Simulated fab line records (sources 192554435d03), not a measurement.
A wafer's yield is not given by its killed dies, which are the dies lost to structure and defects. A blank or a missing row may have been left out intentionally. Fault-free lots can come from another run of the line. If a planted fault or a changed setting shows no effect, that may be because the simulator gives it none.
Shared-tool check | flow n5-finfet | 9 lots and 23 wafers in the sample

REASON FOR OPENING
At N5_BEOL_M4_RC_MEAS_101 the reading RC_DENSE_N is flagged on 2 of 9 lots. Wafers without a fault read 19.0 ohm.um, standard deviation 0.49.
Rule: a lot is flagged when every wafer of it that has a number lies more than 4 standard deviations from that mean, or none has a number. The other lots count as sound.

lot  | measured     | on        | RC_DENSE_N (ohm.um), wafer by wafer | flag
L672 | day 8 00:02  | prober-02 | 20.1 18.5 18.6                      |
L673 | day 8 04:13  | prober-01 | 19.2 19.7                           |
L678 | day 9 17:41  | prober-01 | 19.1 19.0                           |
L682 | day 10 19:26 | prober-01 | 19.4 19.2                           |
L681 | day 10 22:34 | prober-01 | 21.1 22.1 21.1                      | FLAGGED
L683 | day 11 00:25 | prober-02 | 21.1 21.2 21.1                      | FLAGGED
L684 | day 11 02:11 | prober-01 | 18.6 18.2 18.0                      |
L692 | day 13 12:34 | prober-02 | 18.6 18.3                           |
L694 | day 13 21:29 | prober-02 | 18.9 18.8 18.7                      |
The numbers of the flagged lots are 21.3 ohm.um on average: +2.3 ohm.um against the usual, or +5 standard deviations.

WHICH TOOL EACH LOT WENT THROUGH
4 process steps preceding the reading are held in the record, out of 1938 steps in the route. Every cell lists first the tool, next ch and the chambers used by the sampled wafers, and last the start.
lot  | flag    | N5_MOL_CONTACT_COAG_ETCH_105      | N5_MOL_CONTACT_COAG_ETCH_106      | N5_MOL_CONTACT_COAG_ETCH_110      | N5_MOL_CONTACT_COAG_IMPLANT_129
L672 |         | rie-diel-06 ch 1,2, day 5 02:55   | rie-diel-06 ch 1,2, day 5 02:56   | rie-diel-06 ch 1,2, day 5 03:08   | implanter-01 ch 0, day 5 03:19
L673 |         | rie-diel-03 ch 0,2, day 5 04:44   | rie-diel-03 ch 0,2, day 5 04:46   | rie-diel-03 ch 0,2, day 5 04:58   | implanter-02 ch 0, day 5 05:07
L678 |         | rie-diel-02 ch 2,3, day 6 09:41   | rie-diel-02 ch 2,3, day 6 09:43   | rie-diel-02 ch 2,3, day 6 09:55   | implanter-02 ch 0, day 6 10:07
L682 |         | rie-diel-02 ch 0,2, day 7 10:29   | rie-diel-02 ch 0,2, day 7 10:31   | rie-diel-02 ch 0,2, day 7 10:43   | implanter-01 ch 0, day 7 10:56
L681 | FLAGGED | rie-diel-02 ch 0,1, day 7 04:21   | rie-diel-02 ch 0,1, day 7 04:23   | rie-diel-02 ch 0,1, day 7 04:35   | implanter-02 ch 0, day 7 04:46
L683 | FLAGGED | rie-diel-03 ch 0,2,3, day 7 18:20 | rie-diel-03 ch 0,2,3, day 7 18:22 | rie-diel-03 ch 0,2,3, day 7 18:33 | implanter-02 ch 0, day 7 18:44
L684 |         | rie-diel-02 ch 0,1, day 8 00:28   | rie-diel-02 ch 0,1, day 8 00:29   | rie-diel-02 ch 0,1, day 8 00:41   | implanter-01 ch 0, day 8 00:50
L692 |         | rie-diel-03 ch 1,2, day 9 22:54   | rie-diel-03 ch 1,2, day 9 22:56   | rie-diel-03 ch 1,2, day 9 23:07   | implanter-01 ch 0, day 9 23:22
L694 |         | rie-diel-02 ch 0,1, day 10 11:22  | rie-diel-02 ch 0,1, day 10 11:23  | rie-diel-02 ch 0,1, day 10 11:35  | implanter-02 ch 0, day 10 11:44
These steps, and what they do:
- N5_MOL_CONTACT_COAG_ETCH_105: etches SiARC in CF4, target depth 15.6 nm, time 26 s.
- N5_MOL_CONTACT_COAG_ETCH_106: etches SOC in N2/H2, target depth 80 nm, overetch 16 nm, time 120 s.
- N5_MOL_CONTACT_COAG_ETCH_110: etches Si in CF4/O2, target depth 2.5 nm, time 8 s.
- N5_MOL_CONTACT_COAG_IMPLANT_129
- N5_BEOL_M4_RC_MEAS_101

FLAGGED OVER TOTAL, TOOL BY TOOL (the gauges that took the reading come last)
step                            | tool         | lots run | flagged | share of the flagged lots | sound lots run after its first flagged lot
N5_MOL_CONTACT_COAG_ETCH_105    | rie-diel-02  | 5        | 1       | some                      | 3 (L682,L684,L694)
N5_MOL_CONTACT_COAG_ETCH_105    | rie-diel-03  | 3        | 1       | some                      | 1 (L692)
N5_MOL_CONTACT_COAG_ETCH_105    | rie-diel-06  | 1        | 0       | none                      | -
N5_MOL_CONTACT_COAG_ETCH_106    | rie-diel-02  | 5        | 1       | some                      | 3 (L682,L684,L694)
N5_MOL_CONTACT_COAG_ETCH_106    | rie-diel-03  | 3        | 1       | some                      | 1 (L692)
N5_MOL_CONTACT_COAG_ETCH_106    | rie-diel-06  | 1        | 0       | none                      | -
N5_MOL_CONTACT_COAG_ETCH_110    | rie-diel-02  | 5        | 1       | some                      | 3 (L682,L684,L694)
N5_MOL_CONTACT_COAG_ETCH_110    | rie-diel-03  | 3        | 1       | some                      | 1 (L692)
N5_MOL_CONTACT_COAG_ETCH_110    | rie-diel-06  | 1        | 0       | none                      | -
N5_MOL_CONTACT_COAG_IMPLANT_129 | implanter-01 | 4        | 0       | none                      | -
N5_MOL_CONTACT_COAG_IMPLANT_129 | implanter-02 | 5        | 2       | all                       | 1 (L694)
N5_BEOL_M4_RC_MEAS_101          | prober-01    | 5        | 1       | some                      | 1 (L684)
N5_BEOL_M4_RC_MEAS_101          | prober-02    | 4        | 1       | some                      | 2 (L692,L694)

WHAT THE TABLE ALLOWS
Rows of the table that ran each flagged lot: 1, that is implanter-02 at N5_MOL_CONTACT_COAG_IMPLANT_129.
- implanter-02 at N5_MOL_CONTACT_COAG_IMPLANT_129 ran 5 lots, 2 of them flagged. Lots that were sound ran on it after the first flagged one (L694); a persistent fault on the entire tool would not allow that. Its own readings lie more than 4 standard deviations out on every wafer of the flagged lots: beam-on-s, dose-ions-cm2.
No row of the table ran every flagged lot and no sound lot after the first.

WHAT THE SIMULATOR HAD PUT IN
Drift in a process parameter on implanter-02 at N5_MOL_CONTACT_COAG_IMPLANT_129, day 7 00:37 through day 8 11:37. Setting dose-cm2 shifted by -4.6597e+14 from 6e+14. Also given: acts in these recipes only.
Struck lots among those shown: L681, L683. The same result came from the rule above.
